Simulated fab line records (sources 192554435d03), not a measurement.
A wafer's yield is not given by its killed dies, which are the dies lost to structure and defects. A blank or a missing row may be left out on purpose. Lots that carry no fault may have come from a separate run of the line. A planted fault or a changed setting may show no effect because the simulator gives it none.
One fault seen from 2 desks :: flow n5Finfet :: each desk has only its own numbers; what lay behind them comes last

DESK OF THE TOOL OWNER: rieDiel-03
The tool's own readings at N5_HKMG_FIN_ETCH_86 (etches SOC in N2/H2, stops on TiN, target depth 393.2 nm): means of the sampled wafers that have a number, for each lot that ran on this tool. Marked OUT: a lot whose mean sits more than 4 standard deviations from the usual mean, which makes it out of limits; the brackets give that distance. Only the readings that lie furthest out on some lot appear, 7 of the 8 it has.
Columns: A = chamberPressureMTorr at N5_HKMG_FIN_ETCH_86, usual 30.005 mTorr; B = drypumpMotorCurrentA at N5_HKMG_FIN_ETCH_86, usual 5.8 A; C = n2FlowSccm at N5_HKMG_FIN_ETCH_86, usual 200.0 sccm; D = oesProductAu at N5_HKMG_FIN_ETCH_86, usual 0.77 a.u.; E = rfVppV at N5_HKMG_FIN_ETCH_86, usual 240.6 V; F = showerheadPlenumPTorr at N5_HKMG_FIN_ETCH_86, usual 2.53 Torr; G = throttleValvePct at N5_HKMG_FIN_ETCH_86, usual 17.79 %
lot: L212
first seen here: day 8 09:38
A: 30.002
B: 5.5
C: 199.8
D: 0.84
E: 242.3
F: 2.61
G: 17.67

lot: L213
first seen here: day 8 16:46
A: 30.020
B: 5.3
C: 200.0
D: 0.81
E: 241.1
F: 2.57
G: 17.53

lot: L219
first seen here: day 9 20:50
A: 30.001
B: 5.5
C: 200.3
D: 0.84
E: 241.8
F: 2.61
G: 17.56
This desk found nothing out of limits on any of the 3 lots.

FROM THE METROLOGY DESK
Means of the sampled wafers that have a number, per lot and without regard to the tool the lot ran on: this is what the gauges read. Marked OUT: a lot whose mean sits more than 4 standard deviations from the usual mean, which makes it out of limits; the brackets give that distance. Only the readings that lie furthest out on some lot appear, 7 of the 11 it has.
Columns: A = DIBL_N at N5_BEOL_M4_RC_MEAS_101, usual 35.8 mV/V; B = DIBL_P at N5_BEOL_M4_RC_MEAS_101, usual 36.0 mV/V; C = IOFF_P at N5_BEOL_M4_RC_MEAS_101, usual 0.21 nA/um; D = ION_N at N5_BEOL_M4_RC_MEAS_101, usual 673 uA/um; E = ION_P at N5_BEOL_M4_RC_MEAS_101, usual 463 uA/um; F = SS_N at N5_BEOL_M4_RC_MEAS_101, usual 71.5 mV/dec; G = VT_P at N5_BEOL_M4_RC_MEAS_101, usual -250 mV
lot: L200
first seen here: day 5 09:25
A: -
B: -
C: -
D: -
E: -
F: -
G: -

lot: L201
first seen here: day 5 12:10
A: -
B: -
C: -
D: -
E: -
F: -
G: -

lot: L209
first seen here: day 7 14:10
A: 35.6
B: 37.9
C: 0.23
D: 672
E: 468
F: 71.5
G: -248

lot: L212
first seen here: day 8 07:23
A: 36.6
B: 36.1
C: 0.25
D: 687
E: 472
F: 71.9
G: -246

lot: L213
first seen here: day 8 14:27
A: 33.8
B: 33.5
C: 0.17
D: 668
E: 459
F: 70.7
G: -252

lot: L215
first seen here: day 9 01:11
A: 34.6
B: 34.8
C: 0.20
D: 662
E: 458
F: 71.1
G: -250

lot: L216
first seen here: day 9 01:22
A: 35.8
B: 37.4
C: 0.22
D: 681
E: 466
F: 72.2
G: -251

lot: L217
first seen here: day 9 09:42
A: 36.2
B: 36.0
C: 0.24
D: 684
E: 472
F: 71.8
G: -248

lot: L219
first seen here: day 9 18:34
A: 34.9
B: 35.5
C: 0.20
D: 665
E: 457
F: 71.4
G: -252

lot: L218
first seen here: day 9 20:46
A: 36.9
B: 37.0
C: 0.21
D: 673
E: 460
F: 71.6
G: -251
This desk found nothing out of limits on any of the 10 lots.

PUT TOGETHER
The desk of the tool owner found nothing out of limits.
From the metrology desk's view, nothing was out of limits.

WHAT HAD BEEN PUT IN BY THE SIMULATOR
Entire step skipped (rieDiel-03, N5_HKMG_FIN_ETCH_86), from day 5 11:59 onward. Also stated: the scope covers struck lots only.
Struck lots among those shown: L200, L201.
